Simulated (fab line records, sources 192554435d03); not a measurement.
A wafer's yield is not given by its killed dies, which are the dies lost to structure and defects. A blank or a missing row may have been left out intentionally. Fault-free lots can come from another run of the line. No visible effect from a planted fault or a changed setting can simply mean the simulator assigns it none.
fab line records + flow n5_finfet
record
- lots=11
- wafers=32
- last_day=18
route steps=1938 shown GATE_CUT@511 MOL_CONTACT_COAG@538
lots with no fault: from the same line, run without faults
start_h: the number of hours between the record's first day and the start of the first shown wafer of the lot + wait_h: hours since the lot's step before + " unchanged from the row above + L1.1+2: several wafers, shown together as one row + - value missing, or start not given + * or withheld: withheld + < > ~ a bound
route shown NAME@n: NAME is a module with steps in the file, n the number in the route of the first one + usual: mean and standard deviation over wafers with no fault + same: alike in all rows + chamber/n: place in a boat + sites: the reading at each site + _std_site: the standard deviation of these + _edge_site: outer sites' mean less inner sites' + radius_mm: how far each site lies from the wafer's centre + mask NAME#n: copy n + behind: the most recent tool/chamber to have shaped the wafer + hold: reason for holding the lot/hours on hold/outcome of the hold + device: whichever transistor did not switch (one of n, p or np) + end of line: tests of these same wafers at the route's end + where a step has no rows: the recipe by itself + killed: not the wafer's yield, but the dies lost to structure and defects at the first sort + map: a wafer's dies, x killed, . not, _ none there
set.NAME: the run value of the setting; set.NAME@STEP: its run value at that earlier step + model.NAME: the simulator's own value behind a step, which no gauge read
the route's steps for a sample of lots (tables are steps, rows are wafers)
services: the hour from which a tool's chamber was out of use, counted from the record's first day as start_h (under 0 if before that day), plus the number of hours and why
## steps
# step N5_GATE_CUT_CMP_23
# recipe
- stop_on=SiO2
- t_overpolish_s=23.4
- post_cmp_clean=alkaline_brush
- down_force_psi=2.5
- platen_rpm=51.8
- pad_velocity_m_s=1.0307
- target_thk_nm=16
# usual
- motor_current_A=8.9/0.77
- overpolish_run_s=23.400/0.0078
- slurry_flow_ml_min=150.0/0.42
- time_to_endpoint_s=18.9/2.5
| lot.wafer | tool   | chamber | start_h | wait_h | motor_current_A | overpolish_run_s | slurry_flow_ml_min | time_to_endpoint_s |
|-----------|--------|---------|---------|--------|-----------------|------------------|--------------------|--------------------|
| L341.1    | cmp-04 | 0       | 93.52   | 0.8    | 8.4             | 23.396           | 150.4              | 21.2               |
| L341.5    | "      | 0       | "       | "      | 8.3             | 23.402           | 150.0              | 21.4               |
| L342.4    | cmp-04 | 1       | 99.28   | 0.8    | 9.2             | 23.399           | 150.0              | 18.5               |
| L342.6    | "      | 1       | "       | "      | 8.8             | 23.400           | 149.6              | 16.9               |
| L342.5    | "      | 2       | "       | "      | 9.3             | 23.401           | 150.6              | 18.5               |
| L343.2    | cmp-03 | 0       | 103.49  | 0.8    | 9.2             | 23.417           | 149.4              | 21.7               |
| L343.4    | "      | 1       | "       | "      | 8.3             | 23.399           | 150.0              | 22.3               |
| L343.3    | "      | 3       | "       | "      | 10.9            | 23.408           | 149.7              | 20.1               |
| L352.2    | cmp-01 | 2       | 154.50  | 0.8    | 7.8             | 23.412           | 149.5              | 19.1               |
| L352.6    | "      | 0       | "       | "      | 9.0             | 23.417           | 150.0              | 17.4               |
| L352.5    | "      | 1       | "       | "      | 8.9             | 23.405           | 149.7              | 19.5               |
| L354.1    | cmp-03 | 1       | 164.74  | 0.9    | 7.9             | 23.397           | 150.1              | 20.7               |
| L354.6    | "      | 2       | "       | "      | 9.5             | 23.407           | 150.3              | 15.8               |
| L354.5    | "      | 3       | "       | "      | 11.3            | 23.393           | 150.2              | 18.1               |
| L355.4    | cmp-04 | 1       | 171.66  | 0.8    | 9.2             | 23.418           | 150.6              | 13.6               |
| L355.3    | "      | 2       | "       | "      | 8.9             | 23.413           | 149.7              | 18.3               |
| L355.1    | "      | 3       | "       | "      | 8.0             | 23.410           | 150.3              | 17.6               |
| L356.4    | cmp-04 | 0       | 179.38  | 0.8    | 8.6             | 23.390           | 150.4              | 17.6               |
| L356.1    | "      | 2       | "       | "      | 9.3             | 23.401           | 150.0              | 20.1               |
| L356.5    | "      | 0       | "       | "      | 8.6             | 23.391           | 150.7              | 19.3               |
| L357.3    | cmp-03 | 3       | 181.87  | 0.8    | 10.4            | 23.403           | 150.7              | 18.4               |
| L357.2    | "      | 0       | "       | "      | 8.9             | 23.394           | 149.6              | 18.0               |
| L357.5    | "      | 3       | "       | "      | 11.3            | 23.401           | 150.3              | 16.1               |
| L360.3    | cmp-03 | 2       | 201.98  | 0.8    | 8.8             | 23.392           | 149.5              | 19.4               |
| L360.4    | "      | 3       | "       | "      | 11.3            | 23.396           | 150.6              | 20.1               |
| L360.6    | "      | 1       | "       | "      | 8.3             | 23.399           | 149.3              | 22.3               |
| L362.4    | cmp-01 | 2       | 212.23  | 0.8    | 9.1             | 23.395           | 150.1              | 18.2               |
| L362.3    | "      | 3       | "       | "      | 8.6             | 23.401           | 150.6              | 19.8               |
| L362.2    | "      | 1       | "       | "      | 8.9             | 23.395           | 150.2              | 14.1               |
| L364.3    | cmp-01 | 3       | 226.17  | 0.9    | 9.2             | 23.414           | 149.3              | 19.9               |
| L364.6    | "      | 0       | "       | "      | 8.9             | 23.401           | 150.3              | 16.4               |
| L364.5    | "      | 1       | "       | "      | 8.9             | 23.399           | 149.3              | 14.3               |
# step N5_MOL_CONTACT_COAG_ETCH_110
# recipe
- chemistry=CF4/O2
- target=Si
- target_depth_a=25
- time_s=8
- pressure_mtorr=100
- source_w=200
- bias_w=12
- ion_energy_ev=60
- Ar_flow_sccm=100
- cf4_flow_sccm=100
- O2_flow_sccm=10
# usual
- cf4_flow_sccm=99.99/0.27
- drypump_motor_current_A=5.8/0.61
- oes_f_703_au=0.81/0.087
- oes_product_au=0.80/0.093
- rf_fwd_power_W=198.0/0.83
- rf_vpp_V=125.9/2.3
- showerhead_plenum_p_Torr=2.19/0.063
- throttle_valve_pct=10.7/0.33
| lot.wafer | tool        | chamber | start_h | wait_h | cf4_flow_sccm | drypump_motor_current_A | oes_f_703_au | oes_product_au | rf_fwd_power_W | rf_hours_counter_h | rf_vpp_V | showerhead_plenum_p_Torr | throttle_valve_pct |
|-----------|-------------|---------|---------|--------|---------------|-------------------------|--------------|----------------|----------------|--------------------|----------|--------------------------|--------------------|
| L341.1    | rie_diel-05 | 0       | 95.21   | 0.0    | 100.12        | 6.0                     | 0.79         | 0.80           | 197.4          | 101                | 124.8    | 2.15                     | 10.5               |
| L341.5    | "           | 3       | "       | "      | 99.97         | 4.9                     | 0.85         | 0.88           | 197.7          | -                  | 128.0    | 2.18                     | 10.1               |
| L342.4    | rie_diel-06 | 0       | 101.05  | 0.0    | 99.81         | 4.9                     | 0.76         | 0.75           | 198.1          | -                  | 124.4    | 2.12                     | 11.1               |
| L342.5    | "           | 3       | "       | "      | 99.91         | 6.5                     | 0.76         | 0.75           | 196.9          | -                  | 124.7    | 2.31                     | 10.8               |
| L342.6    | "           | 1       | "       | "      | 100.12        | 5.9                     | 0.70         | 0.69           | 197.5          | -                  | 123.8    | 2.11                     | 10.9               |
| L343.2    | rie_diel-02 | 1       | 105.37  | 0.0    | 100.00        | 5.5                     | 0.96         | 0.95           | 197.9          | 5                  | 125.1    | 2.19                     | 10.1               |
| L343.3    | "           | 2       | "       | "      | 100.05        | 6.3                     | 0.84         | 0.83           | 198.2          | 65                 | 120.9    | 2.18                     | 10.7               |
| L343.4    | "           | 0       | "       | "      | 99.75         | 5.1                     | 0.91         | 0.92           | 198.6          | 25                 | 127.5    | 2.18                     | 10.4               |
| L352.2    | rie_diel-02 | 2       | 156.28  | 0.0    | 100.17        | 6.2                     | 0.82         | 0.80           | 198.3          | 83                 | 124.0    | 2.17                     | 10.7               |
| L352.5    | "           | 1       | "       | "      | 99.90         | 5.5                     | 0.90         | 0.88           | 198.8          | -                  | 126.2    | 2.18                     | 10.2               |
| L352.6    | "           | 2       | "       | "      | 99.96         | 6.2                     | 0.82         | 0.81           | 198.7          | -                  | 123.3    | 2.17                     | 10.7               |
| L354.1    | rie_diel-06 | 0       | 166.45  | 0.0    | 100.25        | 4.9                     | 0.74         | 0.72           | 198.9          | 208                | 124.4    | 2.12                     | 11.2               |
| L354.5    | "           | 0       | "       | "      | 100.19        | 4.9                     | 0.74         | 0.73           | 197.3          | -                  | 123.9    | 2.12                     | 11.2               |
| L354.6    | "           | 2       | "       | "      | 99.89         | 6.3                     | 0.93         | 0.92           | 196.6          | -                  | 124.2    | 2.19                     | 10.5               |
| L355.1    | rie_diel-06 | 0       | 173.36  | 0.0    | 99.90         | 4.9                     | 0.74         | 0.72           | 198.2          | 212                | 123.5    | 2.11                     | 11.2               |
| L355.3    | "           | 3       | "       | "      | 99.86         | 6.4                     | 0.74         | 0.73           | 197.5          | 178                | 123.7    | 2.30                     | 10.9               |
| L355.4    | "           | 0       | "       | "      | 99.81         | 4.9                     | 0.74         | 0.72           | 197.7          | -                  | 124.4    | 2.11                     | 11.2               |
| L356.1    | rie_diel-02 | 1       | 181.53  | 0.0    | 100.04        | 5.5                     | 1.22         | 0.98           | 246.1          | 37                 | 110.5    | 2.18                     | 10.2               |
| L356.4    | "           | 3       | "       | "      | 100.26        | 6.0                     | 0.98         | 0.80           | 246.1          | 222                | 114.6    | 2.21                     | 11.1               |
| L356.5    | "           | 0       | "       | "      | 99.77         | 5.1                     | 1.20         | 1.00           | 246.1          | -                  | 112.2    | 2.17                     | 10.4               |
| L357.2    | rie_diel-02 | 2       | 183.70  | 0.0    | 99.77         | 6.2                     | 1.12         | 0.89           | 245.5          | 92                 | 107.5    | 2.17                     | 10.7               |
| L357.3    | "           | 0       | "       | "      | 99.71         | 5.1                     | 1.19         | 0.99           | 246.5          | 48                 | 111.3    | 2.17                     | 10.4               |
| L357.5    | "           | 2       | "       | "      | 100.10        | 6.3                     | 1.12         | 0.89           | 244.8          | -                  | 108.9    | 2.17                     | 10.7               |
| L360.3    | rie_diel-06 | 0       | 203.74  | 0.0    | 99.96         | 4.9                     | 0.73         | 0.72           | 197.8          | 223                | 124.1    | 2.11                     | 11.2               |
| L360.4    | "           | 3       | "       | "      | 100.28        | 6.5                     | 0.74         | 0.71           | 197.3          | 188                | 126.0    | 2.29                     | 11.0               |
| L360.6    | "           | 1       | "       | "      | 100.22        | 5.9                     | 0.95         | 0.97           | 197.7          | -                  | 127.8    | 2.37                     | 10.3               |
| L362.2    | rie_diel-05 | 2       | 214.09  | 0.0    | 100.26        | 6.6                     | 0.70         | 0.70           | 199.7          | 218                | 131.0    | 2.20                     | 11.0               |
| L362.3    | "           | 3       | "       | "      | 100.05        | 4.9                     | 0.78         | 0.79           | 198.5          | 55                 | 128.2    | 2.17                     | 10.2               |
| L362.4    | "           | 1       | "       | "      | 99.85         | 6.4                     | 0.90         | 0.90           | 199.2          | 48                 | 127.2    | 2.18                     | 10.5               |
| L364.3    | rie_diel-06 | 2       | 227.79  | 0.0    | 100.35        | 6.2                     | 0.89         | 0.88           | 195.7          | 45                 | 124.9    | 2.19                     | 10.6               |
| L364.5    | "           | 3       | "       | "      | 99.75         | 6.4                     | 0.73         | 0.71           | 197.4          | -                  | 125.7    | 2.29                     | 11.0               |
| L364.6    | "           | 0       | "       | "      | 99.53         | 4.9                     | 0.72         | 0.70           | 198.9          | -                  | 123.4    | 2.11                     | 11.2               |
# step N5_MOL_CONTACT_COAG_STRIP_98
# recipe
- chemistry=N2/H2
- power_w=500
- temp_c=40
- pressure_mtorr=50
- rf_frequency_hz=6e+07
- overash_fraction=0.3
- bias_power_w=8
- h2_frac=0.5
- n2_flow_sccm=300
- h2_flow_sccm=300
# usual
- drypump_motor_current_A=5.8/0.61
- oes_product_au=0.80/0.095
- power_w=500.2/1.5
- rf_vpp_V=53.9/1.5
- showerhead_plenum_p_Torr=3.31/0.1
- throttle_valve_pct=18.9/0.49
| lot.wafer | tool        | chamber | start_h | wait_h | drypump_motor_current_A | oes_product_au | power_w | rf_hours_counter_h | rf_vpp_V | showerhead_plenum_p_Torr | throttle_valve_pct |
|-----------|-------------|---------|---------|--------|-------------------------|----------------|---------|--------------------|----------|--------------------------|--------------------|
| L341.1    | rie_diel-05 | 0       | 95.26   | 0.0    | 6.0                     | 0.79           | 499.3   | 101                | 52.9     | 3.27                     | 18.7               |
| L341.5    | "           | 3       | "       | "      | 4.9                     | 0.90           | 499.5   | -                  | 54.0     | 3.28                     | 18.3               |
| L342.4    | rie_diel-06 | 0       | 101.09  | 0.0    | 4.9                     | 0.72           | 499.2   | -                  | 53.6     | 3.22                     | 19.2               |
| L342.5    | "           | 3       | "       | "      | 6.5                     | 0.74           | 497.3   | -                  | 52.2     | 3.52                     | 19.3               |
| L342.6    | "           | 1       | "       | "      | 5.9                     | 0.71           | 500.4   | -                  | 51.1     | 3.16                     | 18.3               |
| L343.2    | rie_diel-02 | 1       | 105.42  | 0.0    | 5.5                     | 0.95           | 497.1   | 5                  | 53.2     | 3.29                     | 18.0               |
| L343.3    | "           | 2       | "       | "      | 6.3                     | 0.82           | 501.0   | 65                 | 53.7     | 3.28                     | 19.0               |
| L343.4    | "           | 0       | "       | "      | 5.1                     | 0.92           | 498.7   | 25                 | 54.2     | 3.31                     | 19.2               |
| L352.2    | rie_diel-02 | 2       | 156.33  | 0.0    | 6.3                     | 0.79           | 500.1   | 83                 | 52.2     | 3.27                     | 19.1               |
| L352.5    | "           | 1       | "       | "      | 5.5                     | 0.88           | 502.3   | -                  | 52.6     | 3.28                     | 18.1               |
| L352.6    | "           | 2       | "       | "      | 6.3                     | 0.79           | 502.1   | -                  | 52.9     | 3.27                     | 19.0               |
| L354.1    | rie_diel-06 | 0       | 166.50  | 0.0    | 4.9                     | 0.70           | 498.6   | 208                | 54.1     | 3.20                     | 19.3               |
| L354.5    | "           | 0       | "       | "      | 4.9                     | 0.70           | 500.8   | -                  | 53.8     | 3.20                     | 19.3               |
| L354.6    | "           | 2       | "       | "      | 6.2                     | 0.94           | 502.8   | -                  | 56.2     | 3.29                     | 18.7               |
| L355.1    | rie_diel-06 | 0       | 173.41  | 0.0    | 4.9                     | 0.69           | 499.0   | 212                | 52.9     | 3.20                     | 19.3               |
| L355.3    | "           | 3       | "       | "      | 6.5                     | 0.73           | 501.6   | 178                | 55.5     | 3.50                     | 19.4               |
| L355.4    | "           | 0       | "       | "      | 4.9                     | 0.71           | 499.4   | -                  | 54.9     | 3.20                     | 19.3               |
| L356.1    | rie_diel-02 | 1       | 181.58  | 0.0    | 5.5                     | 0.85           | 499.2   | 37                 | 54.4     | 3.27                     | 18.1               |
| L356.4    | "           | 3       | "       | "      | 6.0                     | 0.68           | 496.0   | 222                | 54.9     | 3.33                     | 19.4               |
| L356.5    | "           | 0       | "       | "      | 5.1                     | 0.89           | 503.1   | -                  | 55.9     | 3.30                     | 19.2               |
| L357.2    | rie_diel-02 | 2       | 183.75  | 0.0    | 6.2                     | 0.79           | 498.0   | 92                 | 54.1     | 3.26                     | 19.1               |
| L357.3    | "           | 0       | "       | "      | 5.1                     | 0.89           | 502.5   | 48                 | 54.5     | 3.30                     | 19.2               |
| L357.5    | "           | 2       | "       | "      | 6.2                     | 0.80           | 498.5   | -                  | 53.2     | 3.26                     | 19.1               |
| L360.3    | rie_diel-06 | 0       | 203.79  | 0.0    | 4.9                     | 0.69           | 501.3   | 223                | 53.2     | 3.20                     | 19.3               |
| L360.4    | "           | 3       | "       | "      | 6.5                     | 0.72           | 499.3   | 188                | 55.2     | 3.50                     | 19.4               |
| L360.6    | "           | 1       | "       | "      | 5.9                     | 0.97           | 501.9   | -                  | 55.9     | 3.55                     | 18.0               |
| L362.2    | rie_diel-05 | 2       | 214.14  | 0.0    | 6.6                     | 0.69           | 501.3   | 218                | 54.0     | 3.33                     | 19.3               |
| L362.3    | "           | 3       | "       | "      | 4.9                     | 0.82           | 500.3   | 56                 | 51.6     | 3.26                     | 18.3               |
| L362.4    | "           | 1       | "       | "      | 6.4                     | 0.88           | 498.5   | 48                 | 51.5     | 3.26                     | 18.3               |
| L364.3    | rie_diel-06 | 2       | 227.84  | 0.0    | 6.2                     | 0.89           | 499.9   | 45                 | 53.6     | 3.28                     | 18.7               |
| L364.5    | "           | 3       | "       | "      | 6.5                     | 0.71           | 503.3   | -                  | 52.4     | 3.49                     | 19.4               |
| L364.6    | "           | 0       | "       | "      | 4.9                     | 0.69           | 500.2   | -                  | 52.9     | 3.19                     | 19.3               |
# step N5_MOL_CONTACT_COAG_PRE_CLEAN_141
# recipe
- gas=H2/He
- time_s=60
- temp_c=300
# usual
- heater_power_w=478/42
| lot.wafer | tool           | chamber | start_h | wait_h | heater_power_w |
|-----------|----------------|---------|---------|--------|----------------|
| L341.1    | pvd_sputter-03 | -       | 99.41   | 3.1    | 451            |
| L341.5    | "              | -       | "       | "      | 485            |
| L342.4    | pvd_sputter-03 | -       | 104.21  | 0.7    | 459            |
| L342.5    | "              | -       | "       | "      | 488            |
| L342.6    | "              | -       | "       | "      | 460            |
| L343.2    | pvd_sputter-02 | -       | 107.57  | 0.9    | 469            |
| L343.3    | "              | -       | "       | "      | 472            |
| L343.4    | "              | -       | "       | "      | 578            |
| L352.2    | pvd_sputter-02 | -       | 160.19  | 2.6    | 466            |
| L352.5    | "              | -       | "       | "      | 451            |
| L352.6    | "              | -       | "       | "      | 576            |
| L354.1    | pvd_sputter-02 | -       | 169.05  | 0.3    | 582            |
| L354.5    | "              | -       | "       | "      | 457            |
| L354.6    | "              | -       | "       | "      | 480            |
| L355.1    | pvd_sputter-02 | -       | 175.31  | 0.2    | 455            |
| L355.3    | "              | -       | "       | "      | 478            |
| L355.4    | "              | -       | "       | "      | 597            |
| L356.1    | pvd_sputter-03 | -       | 184.41  | 1.6    | 461            |
| L356.4    | "              | -       | "       | "      | 457            |
| L356.5    | "              | -       | "       | "      | 490            |
| L357.2    | pvd_sputter-03 | -       | 185.39  | 0.3    | 458            |
| L357.3    | "              | -       | "       | "      | 447            |
| L357.5    | "              | -       | "       | "      | 447            |
| L360.3    | pvd_sputter-02 | -       | 205.57  | 0.5    | 504            |
| L360.4    | "              | -       | "       | "      | 454            |
| L360.6    | "              | -       | "       | "      | 499            |
| L362.2    | pvd_sputter-01 | -       | 216.20  | 0.8    | 421            |
| L362.3    | "              | -       | "       | "      | 465            |
| L362.4    | "              | -       | "       | "      | 443            |
| L364.3    | pvd_sputter-02 | -       | 229.37  | 0.4    | 475            |
| L364.5    | "              | -       | "       | "      | 453            |
| L364.6    | "              | -       | "       | "      | 505            |
## services
| tool           | chamber | start_h | hours | kind                          |
|----------------|---------|---------|-------|-------------------------------|
| rie_diel-02    | 1       | 74.76   | -     | clean                         |
| rie_diel-02    | 1       | 74.76   | -     | consumable_replace:focus_ring |
| rie_diel-02    | 1       | 74.76   | 16.1  | scheduled_down                |
| rie_diel-02    | 1       | 74.76   | 16.1  | vent_cycle                    |
| rie_diel-06    | 2       | 89.66   | 4.8   | repair                        |
| pvd_sputter-03 | -       | 89.85   | 2.2   | repair                        |
| cmp-04         | -       | 100.00  | 1.4   | repair                        |
| rie_diel-02    | 0       | 126.72  | 16.1  | repair                        |
| cmp-03         | -       | 135.41  | 4.0   | pm                            |
| cmp-04         | -       | 145.63  | 1.0   | repair                        |
| rie_diel-06    | 1       | 151.02  | -     | clean                         |
| rie_diel-06    | 1       | 151.02  | -     | consumable_replace:focus_ring |
| rie_diel-06    | 1       | 151.02  | -     | consumable_replace:showerhead |
| rie_diel-06    | 1       | 151.02  | 25.5  | scheduled_down                |
| rie_diel-06    | 1       | 151.02  | 25.5  | vent_cycle                    |
| cmp-04         | -       | 154.06  | 1.0   | repair                        |
| rie_diel-05    | 1       | 162.15  | 36.3  | repair                        |
| cmp-04         | -       | 191.97  | 1.2   | repair                        |
| rie_diel-06    | 2       | 197.89  | 1.5   | repair                        |
| rie_diel-02    | 1       | 198.27  | 1.6   | repair                        |
| cmp-01         | -       | 204.30  | 4.0   | pm                            |
| rie_diel-06    | 0       | 220.63  | 6.6   | repair                        |
| cmp-04         | -       | 222.71  | 5.0   | pm                            |
| cmp-01         | -       | 223.18  | 1.3   | repair                        |
## key
first_sign
- step=N5_MOL_CONTACT_COAG_ETCH_110
- reading=rf_fwd_power_W
- direction=up
- sigmas=58
- usual=*
- struck=*
effect
- step=N5_MOL_CONTACT_COAG_ETCH_110
- reading=rf_vpp_V
- direction=down
- sigmas=6.5
- usual=125.9
- struck=110.8
met_at N5_MOL_CONTACT_COAG_ETCH_110
struck_lots L356,L357
tester_left_out L356,L357
not_acting_at N5_GATE_CUT_CMP_23,N5_MOL_CONTACT_COAG_STRIP_98,N5_MOL_CONTACT_COAG_PRE_CLEAN_141
onset_between 156.28 181.53
fault
- kind=process_parameter_drift
- tool=rie_diel-02
- chamber=-
- onset_h=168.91
- steps=N5_MOL_CONTACT_COAG_ETCH_110
- channel=source_w
- offset=48
- shape=step
- end_h=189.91
- acts_in=these_recipes_only
- stated=200
# tester_left_out: of these lots the tester's yield and bins aren't shown, on N5 and GAA mostly nor the transistor test; their killed dies are dies lost to structure and defects alone, not to doping, threshold or leakage, so they don't give the yield
